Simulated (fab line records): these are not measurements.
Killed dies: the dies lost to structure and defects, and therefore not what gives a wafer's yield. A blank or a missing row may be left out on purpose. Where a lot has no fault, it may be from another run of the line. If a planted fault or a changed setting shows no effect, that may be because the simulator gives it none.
fab line records	flow n5-finfet
record lots=24	wafers=72	last-day=17
route steps=1938 shown BEOL_M2@911 BEOL_M3@947 BEOL_M4@1021
lots with no fault: from the same line, run without faults
start-h: hours from the record's first day to the start of the lot's first wafer shown	wait-h: hours since the lot's step before	" same as the row above	L1.1+2: several wafers, shown together as one row	- either no value or no given start	* or withheld: withheld	< > ~ a bound
route shown NAME@n: names a module that has steps shown in the file, with the first one's number in the route	usual: the fault-free wafers' mean and standard deviation	same: alike in all rows	chamber/n: place in a boat	sites: each site's reading	_std_site: standard deviation of those values	_edge_site: mean of outer sites minus mean of inner sites	radius-mm: for every site, how far away it sits from the centre of the wafer	mask NAME#n: copy n	behind: the tool/chamber that last shaped the wafer	hold: the reason the lot was held/the length of the hold in hours/how it ended	device: which transistor (n, p or np) failed to switch	end of line: tests run on the same wafers once the route is complete	for a step that has no rows: nothing shown but its recipe	killed: dies lost to structure and defects at the first sort, not the wafer's yield	map: a wafer's dies, x killed, . not, _ none there
set.NAME: the setting the step ran with; set.NAME@STEP: the setting that earlier step ran with	model.NAME: the simulator's own value behind a step, which no gauge read
one table for each step of the route and one row for each wafer, over a sample of lots
services: a tool's chamber out of use, with start hour (start-h, from the record's first day; less than 0 if before it), hours out, and reason
## steps
# step N5_BEOL_M2_ANNEAL_87
# recipe temp-c=400	time-s=240	ambient=vacuum
# usual heater-power-w=824/75
lot.wafer	tool	chamber	start-h	wait-h	heater-power-w
L074.1	pvd-sputter-03	-	138.93	0.0	695
L074.3	"	-	"	"	799
L074.6	"	-	"	"	904
L075.1	pvd-sputter-01	-	155.09	0.0	874
L075.4	"	-	"	"	872
L075.5	"	-	"	"	849
L077.2	pvd-sputter-02	-	163.45	0.0	740
L077.3	"	-	"	"	831
L077.6	"	-	"	"	730
L076.4	pvd-sputter-03	-	166.05	0.1	682
L076.5	"	-	"	"	903
L076.6	"	-	"	"	804
L078.1	pvd-sputter-03	-	167.92	0.0	921
L078.5	"	-	"	"	925
L078.6	"	-	"	"	828
L079.1	pvd-sputter-01	-	172.05	0.0	881
L079.4	"	-	"	"	854
L079.5	"	-	"	"	866
L081.2	pvd-sputter-03	-	176.30	0.0	785
L081.3	"	-	"	"	673
L081.6	"	-	"	"	787
L080.3	pvd-sputter-03	-	183.59	0.0	686
L080.4	"	-	"	"	918
L080.5	"	-	"	"	912
L082.3	pvd-sputter-03	-	190.36	0.0	818
L082.5	"	-	"	"	687
L082.6	"	-	"	"	786
L083.2	pvd-sputter-02	-	194.34	0.0	839
L083.3	"	-	"	"	646
L083.5	"	-	"	"	837
L084.2	pvd-sputter-02	-	204.61	0.0	859
L084.3	"	-	"	"	636
L084.5	"	-	"	"	731
L085.1	pvd-sputter-03	-	212.60	0.0	716
L085.4	"	-	"	"	811
L085.5	"	-	"	"	781
L086.2	pvd-sputter-01	-	215.43	0.0	837
L086.3	"	-	"	"	844
L086.6	"	-	"	"	865
L088.4	pvd-sputter-01	-	219.25	0.0	873
L088.5	"	-	"	"	845
L088.6	"	-	"	"	887
L087.1	pvd-sputter-03	-	229.86	0.0	770
L087.5	"	-	"	"	896
L087.6	"	-	"	"	773
L089.1	pvd-sputter-01	-	230.64	0.0	857
L089.3	"	-	"	"	874
L089.5	"	-	"	"	868
L090.4	pvd-sputter-02	-	236.51	0.0	642
L090.5	"	-	"	"	743
L090.6	"	-	"	"	859
L091.2	pvd-sputter-01	-	243.86	0.0	887
L091.4	"	-	"	"	834
L091.6	"	-	"	"	845
L092.1	pvd-sputter-01	-	255.06	0.0	879
L092.2	"	-	"	"	832
L092.3	"	-	"	"	843
L093.2	pvd-sputter-03	-	255.44	0.0	807
L093.4	"	-	"	"	877
L093.5	"	-	"	"	701
L094.1	pvd-sputter-01	-	258.98	0.0	902
L094.4	"	-	"	"	874
L094.5	"	-	"	"	869
L095.2	pvd-sputter-03	-	261.57	0.0	703
L095.5	"	-	"	"	716
L095.6	"	-	"	"	795
L096.2	pvd-sputter-01	-	274.03	0.0	850
L096.4	"	-	"	"	860
L096.5	"	-	"	"	875
L097.3	pvd-sputter-01	-	277.29	0.0	873
L097.4	"	-	"	"	875
L097.5	"	-	"	"	858
# step N5_BEOL_M3_DESCUM_16
# recipe chemistry=O2	time-s=7	source-power-w=50	bias-power-w=20	pressure-mtorr=20	rf-frequency-hz=2.712e+07	temp-c=40	resist=CAR-EUV	o2-flow-sccm=225
# usual drypump-motor-current-A=5.8/0.47	oes-product-au=0.81/0.086	rf-vpp-V=242.9/1.2	showerhead-plenum-p-Torr=2.06/0.054	throttle-valve-pct=20.28/0.28
lot.wafer	tool	chamber	start-h	wait-h	drypump-motor-current-A	oes-product-au	rf-hours-counter-h	rf-vpp-V	showerhead-plenum-p-Torr	throttle-valve-pct
L074.1	rie-diel-01	2	142.37	0.0	5.6	0.92	25	241.9	2.05	20.27
L074.3	"	0	"	"	6.0	0.75	142	242.1	2.11	20.65
L074.6	"	3	"	"	6.3	0.76	-	242.5	1.99	20.11
L075.1	rie-diel-03	1	158.16	0.0	4.7	0.93	23	242.0	2.04	20.39
L075.4	"	0	"	"	6.5	0.70	232	241.2	2.05	20.48
L075.5	"	2	"	"	5.2	0.73	-	243.3	2.09	20.62
L077.2	rie-diel-01	0	166.46	0.0	6.0	0.75	151	242.9	2.11	20.67
L077.3	"	1	"	"	5.7	0.66	228	242.3	1.97	20.47
L077.6	"	1	"	"	5.7	0.67	-	242.6	1.97	20.46
L076.4	rie-diel-03	2	169.99	0.0	5.2	0.73	194	244.4	2.08	20.63
L076.5	"	3	"	"	6.4	0.92	-	242.4	2.02	19.77
L076.6	"	0	"	"	6.5	0.69	-	243.1	2.05	20.49
L078.1	rie-diel-05	2	171.04	0.0	5.7	0.87	42	243.8	2.11	19.89
L078.5	"	0	"	"	6.4	0.79	-	243.5	2.03	20.54
L078.6	"	2	"	"	5.7	0.88	-	244.1	2.11	19.92
L079.1	rie-diel-05	2	175.50	0.3	5.7	0.87	44	244.3	2.11	19.91
L079.4	"	3	"	"	5.5	0.95	13	244.7	2.13	20.31
L079.5	"	2	"	"	5.8	0.88	-	242.7	2.11	19.90
L081.2	rie-diel-03	2	179.72	0.0	5.2	0.72	198	243.2	2.08	20.64
L081.3	"	1	"	"	4.7	0.91	30	241.1	2.04	20.39
L081.6	"	3	"	"	6.4	0.90	-	241.6	2.02	19.80
L080.3	rie-diel-05	0	186.76	0.2	6.4	0.79	102	242.5	2.03	20.53
L080.4	"	2	"	"	5.7	0.87	-	242.4	2.11	19.92
L080.5	"	0	"	"	6.4	0.78	-	241.1	2.03	20.54
L082.3	rie-diel-05	0	195.27	0.0	6.4	0.79	106	243.6	2.02	20.54
L082.5	"	1	"	"	5.4	0.82	-	243.8	2.10	20.01
L082.6	"	0	"	"	6.4	0.78	-	242.2	2.02	20.54
L083.2	rie-diel-01	3	201.26	0.0	6.3	0.76	132	241.9	1.99	20.15
L083.3	"	0	"	"	6.0	0.73	161	243.4	2.11	20.70
L083.5	"	2	"	"	5.6	0.88	-	241.7	2.04	20.28
L084.2	rie-diel-01	0	207.78	0.0	6.0	0.74	163	243.0	2.11	20.70
L084.3	"	1	"	"	5.7	0.66	240	240.1	1.97	20.48
L084.5	"	0	"	"	6.0	0.73	-	242.5	2.11	20.70
L085.1	rie-diel-05	2	216.80	0.0	5.7	0.85	56	243.9	2.11	19.93
L085.4	"	0	"	"	6.4	0.77	-	242.0	2.02	20.56
L085.5	"	1	"	"	5.4	0.82	-	244.2	2.10	20.03
L086.2	rie-diel-01	3	218.40	0.1	6.3	0.74	137	242.4	1.98	20.16
L086.3	"	2	"	"	5.6	0.86	49	244.1	2.04	20.30
L086.6	"	2	"	"	5.6	0.86	-	243.3	2.04	20.29
L088.4	rie-diel-01	3	225.96	0.1	6.3	0.74	140	242.4	1.98	20.14
L088.5	"	0	"	"	6.0	0.72	-	242.4	2.10	20.70
L088.6	"	1	"	"	5.7	0.65	-	241.5	1.96	20.50
L087.1	rie-diel-05	0	232.99	0.0	6.4	0.76	118	242.0	2.02	20.55
L087.5	"	1	"	"	5.4	0.81	-	242.7	2.10	20.02
L087.6	"	0	"	"	6.4	0.77	-	242.2	2.02	20.56
L089.1	rie-diel-03	0	234.63	0.2	6.5	0.99	0	242.2	2.04	20.08
L089.3	"	3	"	"	6.4	0.88	41	242.9	2.02	19.83
L089.5	"	0	"	"	6.5	0.99	-	242.4	2.04	20.08
L090.4	rie-diel-05	1	239.48	0.0	5.4	0.80	71	243.2	2.10	20.03
L090.5	"	1	"	"	5.4	0.81	-	244.1	2.10	20.03
L090.6	"	0	"	"	6.4	0.77	-	242.5	2.02	20.57
L091.2	rie-diel-05	3	248.06	0.0	5.5	0.93	32	244.7	2.12	20.33
L091.4	"	2	"	"	5.7	0.83	68	244.4	2.10	19.94
L091.6	"	2	"	"	5.7	0.84	-	243.6	2.10	19.94
L092.1	rie-diel-05	0	261.13	0.0	6.4	0.77	128	243.2	2.02	20.58
L092.2	"	2	"	"	5.7	0.83	71	243.7	2.10	19.96
L092.3	"	3	"	"	5.5	0.91	36	243.5	2.12	20.33
L093.2	rie-diel-01	0	261.40	0.0	6.0	0.72	182	243.2	2.10	20.73
L093.4	"	2	"	"	5.6	0.86	63	243.5	2.04	20.31
L093.5	"	1	"	"	5.7	0.98	-	244.3	2.23	20.06
L094.1	rie-diel-03	2	263.26	0.1	5.2	0.70	225	242.9	2.07	20.68
L094.4	"	3	"	"	6.4	0.86	49	240.1	2.01	19.82
L094.5	"	1	"	"	4.7	0.88	-	243.3	2.03	20.45
L095.2	rie-diel-05	0	267.04	0.2	6.4	0.77	130	241.4	2.02	20.61
L095.5	"	2	"	"	5.7	0.83	-	243.3	2.10	19.96
L095.6	"	1	"	"	5.4	0.80	-	244.9	2.10	20.05
L096.2	rie-diel-05	2	281.11	0.0	5.8	0.83	78	242.9	2.10	19.96
L096.4	"	1	"	"	5.5	0.79	84	243.0	2.09	20.06
L096.5	"	2	"	"	5.8	0.84	-	244.7	2.10	19.94
L097.3	rie-diel-01	1	281.31	0.0	5.7	0.94	9	244.3	2.22	20.10
L097.4	"	3	"	"	6.3	0.74	157	241.0	1.98	20.17
L097.5	"	3	"	"	6.3	0.73	-	242.7	1.98	20.17
# step N5_BEOL_M3_ANNEAL_49
# recipe temp-c=400	time-s=240	ambient=vacuum
# usual heater-power-w=821/76
lot.wafer	tool	chamber	start-h	wait-h	heater-power-w
L074.1	pvd-sputter-01	-	151.27	0.0	854
L074.3	"	-	"	"	879
L074.6	"	-	"	"	834
L075.1	pvd-sputter-01	-	166.11	0.0	836
L075.4	"	-	"	"	868
L075.5	"	-	"	"	891
L077.2	pvd-sputter-01	-	176.87	0.0	853
L077.3	"	-	"	"	850
L077.6	"	-	"	"	853
L076.4	pvd-sputter-02	-	177.35	0.0	632
L076.5	"	-	"	"	727
L076.6	"	-	"	"	873
L078.1	pvd-sputter-01	-	179.27	0.0	867
L078.5	"	-	"	"	868
L078.6	"	-	"	"	883
L079.1	pvd-sputter-02	-	179.74	0.0	636
L079.4	"	-	"	"	868
L079.5	"	-	"	"	728
L081.2	pvd-sputter-01	-	183.15	0.0	877
L081.3	"	-	"	"	828
L081.6	"	-	"	"	878
L080.3	pvd-sputter-01	-	189.47	0.0	888
L080.4	"	-	"	"	857
L080.5	"	-	"	"	850
L082.3	pvd-sputter-01	-	202.58	0.0	854
L082.5	"	-	"	"	873
L082.6	"	-	"	"	861
L083.2	pvd-sputter-02	-	207.21	0.0	623
L083.3	"	-	"	"	879
L083.5	"	-	"	"	871
L084.2	pvd-sputter-03	-	217.82	0.0	796
L084.3	"	-	"	"	811
L084.5	"	-	"	"	681
L085.1	pvd-sputter-01	-	221.29	0.0	859
L085.4	"	-	"	"	873
L085.5	"	-	"	"	860
L086.2	pvd-sputter-03	-	223.52	0.0	929
L086.3	"	-	"	"	781
L086.6	"	-	"	"	776
L088.4	pvd-sputter-01	-	231.82	0.0	864
L088.5	"	-	"	"	865
L088.6	"	-	"	"	854
L087.1	pvd-sputter-03	-	240.81	0.0	808
L087.5	"	-	"	"	784
L087.6	"	-	"	"	690
L089.1	pvd-sputter-02	-	249.93	0.0	729
L089.3	"	-	"	"	642
L089.5	"	-	"	"	860
L090.4	pvd-sputter-01	-	256.24	0.0	877
L090.5	"	-	"	"	858
L090.6	"	-	"	"	869
L091.2	pvd-sputter-03	-	257.77	0.0	830
L091.4	"	-	"	"	884
L091.6	"	-	"	"	800
L092.1	pvd-sputter-02	-	263.61	0.0	852
L092.2	"	-	"	"	652
L092.3	"	-	"	"	840
L093.2	pvd-sputter-01	-	264.05	0.0	895
L093.4	"	-	"	"	887
L093.5	"	-	"	"	885
L094.1	pvd-sputter-03	-	273.42	0.0	810
L094.4	"	-	"	"	915
L094.5	"	-	"	"	688
L095.2	pvd-sputter-02	-	278.62	0.0	638
L095.5	"	-	"	"	864
L095.6	"	-	"	"	656
L096.2	pvd-sputter-03	-	289.41	0.0	804
L096.4	"	-	"	"	899
L096.5	"	-	"	"	909
L097.3	pvd-sputter-02	-	291.09	0.0	700
L097.4	"	-	"	"	634
L097.5	"	-	"	"	838
# step N5_BEOL_M3_SPUTTER_79
# recipe material=Cu	target-thk-a=45	temp-c=-20	chamber-pressure-pa=0.07	power-w=withheld	time-s=8.29
# usual throttle-valve-pct=29.8/1.1
lot.wafer	tool	chamber	start-h	wait-h	throttle-valve-pct
L074.1	pvd-sputter-01	-	151.41	0.1	30.2
L074.3	"	-	"	"	31.8
L074.6	"	-	"	"	30.5
L075.1	pvd-sputter-01	-	168.39	2.2	31.5
L075.4	"	-	"	"	30.4
L075.5	"	-	"	"	28.3
L077.2	pvd-sputter-01	-	177.01	0.1	31.8
L077.3	"	-	"	"	30.1
L077.6	"	-	"	"	31.6
L076.4	pvd-sputter-02	-	177.49	0.1	29.9
L076.5	"	-	"	"	30.4
L076.6	"	-	"	"	29.9
L078.1	pvd-sputter-01	-	179.41	0.1	28.2
L078.5	"	-	"	"	30.3
L078.6	"	-	"	"	28.1
L079.1	pvd-sputter-02	-	179.88	0.1	30.1
L079.4	"	-	"	"	30.2
L079.5	"	-	"	"	30.4
L081.2	pvd-sputter-01	-	183.29	0.1	30.7
L081.3	"	-	"	"	31.9
L081.6	"	-	"	"	30.6
L080.3	pvd-sputter-01	-	189.61	0.1	28.7
L080.4	"	-	"	"	30.3
L080.5	"	-	"	"	30.3
L082.3	pvd-sputter-01	-	202.72	0.1	30.3
L082.5	"	-	"	"	30.7
L082.6	"	-	"	"	30.3
L083.2	pvd-sputter-02	-	207.35	0.1	30.2
L083.3	"	-	"	"	30.0
L083.5	"	-	"	"	29.1
L084.2	pvd-sputter-03	-	217.96	0.1	29.4
L084.3	"	-	"	"	30.0
L084.5	"	-	"	"	27.8
L085.1	pvd-sputter-01	-	221.43	0.1	30.5
L085.4	"	-	"	"	31.5
L085.5	"	-	"	"	31.8
L086.2	pvd-sputter-03	-	223.66	0.1	29.2
L086.3	"	-	"	"	30.2
L086.6	"	-	"	"	30.3
L088.4	pvd-sputter-01	-	231.96	0.1	30.3
L088.5	"	-	"	"	28.3
L088.6	"	-	"	"	30.2
L087.1	pvd-sputter-03	-	240.95	0.1	30.3
L087.5	"	-	"	"	29.6
L087.6	"	-	"	"	27.4
L089.1	pvd-sputter-02	-	250.07	0.1	30.5
L089.3	"	-	"	"	30.0
L089.5	"	-	"	"	29.2
L090.4	pvd-sputter-01	-	256.38	0.1	30.5
L090.5	"	-	"	"	31.8
L090.6	"	-	"	"	27.9
L091.2	pvd-sputter-03	-	257.91	0.1	30.1
L091.4	"	-	"	"	28.9
L091.6	"	-	"	"	30.1
L092.1	pvd-sputter-02	-	263.75	0.1	30.1
L092.2	"	-	"	"	30.3
L092.3	"	-	"	"	29.0
L093.2	pvd-sputter-01	-	264.19	0.1	28.3
L093.4	"	-	"	"	30.9
L093.5	"	-	"	"	28.3
L094.1	pvd-sputter-03	-	273.56	0.1	30.2
L094.4	"	-	"	"	29.0
L094.5	"	-	"	"	27.7
L095.2	pvd-sputter-02	-	278.76	0.1	30.3
L095.5	"	-	"	"	29.2
L095.6	"	-	"	"	30.3
L096.2	pvd-sputter-03	-	289.55	0.1	29.4
L096.4	"	-	"	"	29.1
L096.5	"	-	"	"	28.9
L097.3	pvd-sputter-02	-	291.23	0.1	30.4
L097.4	"	-	"	"	30.1
L097.5	"	-	"	"	29.3
# step N5_BEOL_M3_SPUTTER_86
# recipe material=Cu	target-thk-a=45	temp-c=-20	chamber-pressure-pa=0.07	power-w=withheld	time-s=8.29
# usual throttle-valve-pct=29.8/1.1
lot.wafer	tool	chamber	start-h	wait-h	throttle-valve-pct
L074.1	pvd-sputter-01	-	151.85	0.1	30.2
L074.3	"	-	"	"	31.7
L074.6	"	-	"	"	30.3
L075.1	pvd-sputter-01	-	168.83	0.1	31.7
L075.4	"	-	"	"	30.7
L075.5	"	-	"	"	28.1
L077.2	pvd-sputter-01	-	177.45	0.1	31.6
L077.3	"	-	"	"	30.3
L077.6	"	-	"	"	31.8
L076.4	pvd-sputter-02	-	177.93	0.1	30.1
L076.5	"	-	"	"	30.5
L076.6	"	-	"	"	29.7
L078.1	pvd-sputter-01	-	179.85	0.1	28.4
L078.5	"	-	"	"	30.0
L078.6	"	-	"	"	28.4
L079.1	pvd-sputter-02	-	180.32	0.1	30.2
L079.4	"	-	"	"	29.9
L079.5	"	-	"	"	30.3
L081.2	pvd-sputter-01	-	183.73	0.1	30.5
L081.3	"	-	"	"	31.7
L081.6	"	-	"	"	30.5
L080.3	pvd-sputter-01	-	190.05	0.1	28.2
L080.4	"	-	"	"	30.2
L080.5	"	-	"	"	30.2
L082.3	pvd-sputter-01	-	203.16	0.1	30.1
L082.5	"	-	"	"	30.4
L082.6	"	-	"	"	30.0
L083.2	pvd-sputter-02	-	207.79	0.1	30.1
L083.3	"	-	"	"	29.7
L083.5	"	-	"	"	29.1
L084.2	pvd-sputter-03	-	218.40	0.1	29.5
L084.3	"	-	"	"	29.9
L084.5	"	-	"	"	27.9
L085.1	pvd-sputter-01	-	221.87	0.1	30.6
L085.4	"	-	"	"	31.7
L085.5	"	-	"	"	31.8
L086.2	pvd-sputter-03	-	224.10	0.1	29.1
L086.3	"	-	"	"	29.9
L086.6	"	-	"	"	30.1
L088.4	pvd-sputter-01	-	232.40	0.1	30.1
L088.5	"	-	"	"	28.4
L088.6	"	-	"	"	30.3
L087.1	pvd-sputter-03	-	241.39	0.1	30.1
L087.5	"	-	"	"	29.9
L087.6	"	-	"	"	27.4
L089.1	pvd-sputter-02	-	250.51	0.1	30.5
L089.3	"	-	"	"	29.8
L089.5	"	-	"	"	29.1
L090.4	pvd-sputter-01	-	256.82	0.1	30.6
L090.5	"	-	"	"	31.7
L090.6	"	-	"	"	28.3
L091.2	pvd-sputter-03	-	258.35	0.1	30.1
L091.4	"	-	"	"	29.1
L091.6	"	-	"	"	30.3
L092.1	pvd-sputter-02	-	264.19	0.1	30.0
L092.2	"	-	"	"	30.0
L092.3	"	-	"	"	29.2
L093.2	pvd-sputter-01	-	264.63	0.1	28.2
L093.4	"	-	"	"	30.6
L093.5	"	-	"	"	28.4
L094.1	pvd-sputter-03	-	274.00	0.1	30.0
L094.4	"	-	"	"	29.1
L094.5	"	-	"	"	27.8
L095.2	pvd-sputter-02	-	279.20	0.1	30.2
L095.5	"	-	"	"	28.8
L095.6	"	-	"	"	30.2
L096.2	pvd-sputter-03	-	289.99	0.1	29.4
L096.4	"	-	"	"	29.3
L096.5	"	-	"	"	29.0
L097.3	pvd-sputter-02	-	291.67	0.1	30.5
L097.4	"	-	"	"	29.9
L097.5	"	-	"	"	29.2
# step N5_BEOL_M4_ILD_DEP_00
# recipe material=SiOC	target-thk-a=790	temp-c=350	precursor=DEMS/O2	pressure-torr=5	rf-w=500	time-s=15.3
# usual heater-power-w=448/66	showerhead-plenum-p-Torr=5.695/0.021	throttle-valve-pct=12.0/0.96
lot.wafer	tool	chamber	start-h	wait-h	heater-power-w	showerhead-plenum-p-Torr	throttle-valve-pct
L074.1	pecvd-01	0	154.42	0.0	503	5.699	11.5
L074.3	"	1	"	"	561	5.706	12.8
L074.6	"	0	"	"	500	5.722	11.3
L075.1	pecvd-01	2	171.30	0.0	502	5.673	13.2
L075.4	"	0	"	"	446	5.726	11.8
L075.5	"	1	"	"	465	5.704	13.2
L077.2	pecvd-01	1	179.67	0.0	583	5.711	12.8
L077.3	"	2	"	"	516	5.671	13.2
L077.6	"	1	"	"	585	5.703	13.0
L076.4	pecvd-04	0	180.42	0.1	402	5.674	11.5
L076.5	"	2	"	"	364	5.703	11.8
L076.6	"	1	"	"	423	5.709	11.9
L078.1	pecvd-03	1	182.06	0.0	485	5.658	10.6
L078.5	"	0	"	"	391	5.726	13.6
L078.6	"	1	"	"	478	5.675	11.1
L079.1	pecvd-01	2	183.12	0.0	516	5.666	13.3
L079.4	"	1	"	"	588	5.694	12.8
L079.5	"	0	"	"	409	5.723	11.5
L081.2	pecvd-04	0	186.01	0.0	486	5.677	11.4
L081.3	"	1	"	"	454	5.701	11.9
L081.6	"	2	"	"	394	5.714	11.6
L080.3	pecvd-04	1	192.30	0.0	457	5.708	11.8
L080.4	"	1	"	"	475	5.721	11.8
L080.5	"	2	"	"	331	5.704	11.8
L082.3	pecvd-03	2	205.37	0.0	455	5.682	11.0
L082.5	"	1	"	"	465	5.675	10.8
L082.6	"	0	"	"	382	5.719	13.4
L083.2	pecvd-01	1	210.00	0.0	551	5.707	12.9
L083.3	"	0	"	"	503	5.711	11.6
L083.5	"	0	"	"	477	5.727	11.8
L084.2	pecvd-03	0	220.67	0.0	349	5.716	13.4
L084.3	"	1	"	"	420	5.681	10.8
L084.5	"	1	"	"	417	5.661	10.9
L085.1	pecvd-01	1	224.14	0.0	568	5.702	12.9
L085.4	"	0	"	"	441	5.725	11.6
L085.5	"	1	"	"	585	5.699	13.1
L086.2	pecvd-03	1	226.39	0.0	491	5.680	10.8
L086.3	"	0	"	"	363	5.708	13.5
L086.6	"	1	"	"	492	5.660	11.0
L088.4	pecvd-01	0	234.87	0.1	466	5.730	11.6
L088.5	"	1	"	"	562	5.720	13.3
L088.6	"	2	"	"	509	5.656	10.9
L087.1	pecvd-04	2	243.87	0.0	334	5.692	12.0
L087.5	"	2	"	"	341	5.689	11.7
L087.6	"	1	"	"	407	5.698	12.1
L089.1	pecvd-04	0	252.75	0.0	397	5.676	11.3
L089.3	"	1	"	"	487	5.702	11.8
L089.5	"	0	"	"	417	5.678	11.3
L090.4	pecvd-04	2	261.17	0.1	359	5.699	12.1
L090.5	"	1	"	"	459	5.709	12.3
L090.6	"	0	"	"	417	5.674	11.3
L091.2	pecvd-03	2	261.89	0.0	470	5.683	11.0
L091.4	"	0	"	"	381	5.713	13.6
L091.6	"	0	"	"	388	5.711	13.6
L092.1	pecvd-03	0	266.40	0.0	361	5.708	13.8
L092.2	"	1	"	"	454	5.680	11.0
L092.3	"	2	"	"	435	5.687	11.3
L093.2	pecvd-03	1	266.85	0.0	496	5.677	11.0
L093.4	"	2	"	"	407	5.673	11.1
L093.5	"	1	"	"	491	5.664	11.1
L094.1	pecvd-01	1	276.22	0.0	474	5.691	13.0
L094.4	"	2	"	"	492	5.673	10.8
L094.5	"	0	"	"	512	5.707	11.8
L095.2	pecvd-04	2	281.41	0.0	322	5.707	12.0
L095.5	"	2	"	"	333	5.687	11.9
L095.6	"	1	"	"	462	5.694	11.8
L096.2	pecvd-03	1	292.20	0.0	485	5.672	10.9
L096.4	"	1	"	"	491	5.664	10.9
L096.5	"	2	"	"	435	5.667	11.3
L097.3	pecvd-03	1	294.13	0.0	490	5.665	11.0
L097.4	"	2	"	"	457	5.684	11.3
L097.5	"	1	"	"	479	5.667	11.0
## services
tool	chamber	start-h	hours	kind
pecvd-03	2	116.78	12.4	repair
rie-diel-01	2	125.19	5.3	repair
rie-diel-03	3	130.46	6.6	repair
pecvd-04	0	142.65	15.8	repair
rie-diel-05	3	157.68	15.8	repair
pvd-sputter-01	-	166.67	1.7	repair
pecvd-03	-	174.60	0.8	pm
pecvd-03	-	182.50	5.7	repair
pecvd-04	1	186.97	5.1	repair
pecvd-01	0	193.17	7.0	repair
pecvd-01	2	202.38	-	clean
pecvd-01	2	202.38	-	consumable-replace:showerhead
pecvd-01	2	202.38	29.0	scheduled-down
pecvd-03	2	209.27	11.5	repair
pecvd-03	1	212.26	4.4	repair
rie-diel-05	3	215.50	3.4	repair
pecvd-04	-	216.52	1.1	repair
rie-diel-05	1	223.62	5.1	repair
pecvd-04	0	230.12	17.9	repair
pecvd-03	1	244.59	14.5	repair
rie-diel-01	3	248.54	4.6	repair
pecvd-01	-	270.76	0.9	repair
rie-diel-03	-	271.79	0.6	repair
pvd-sputter-03	-	277.53	2.1	repair
## key
fault none
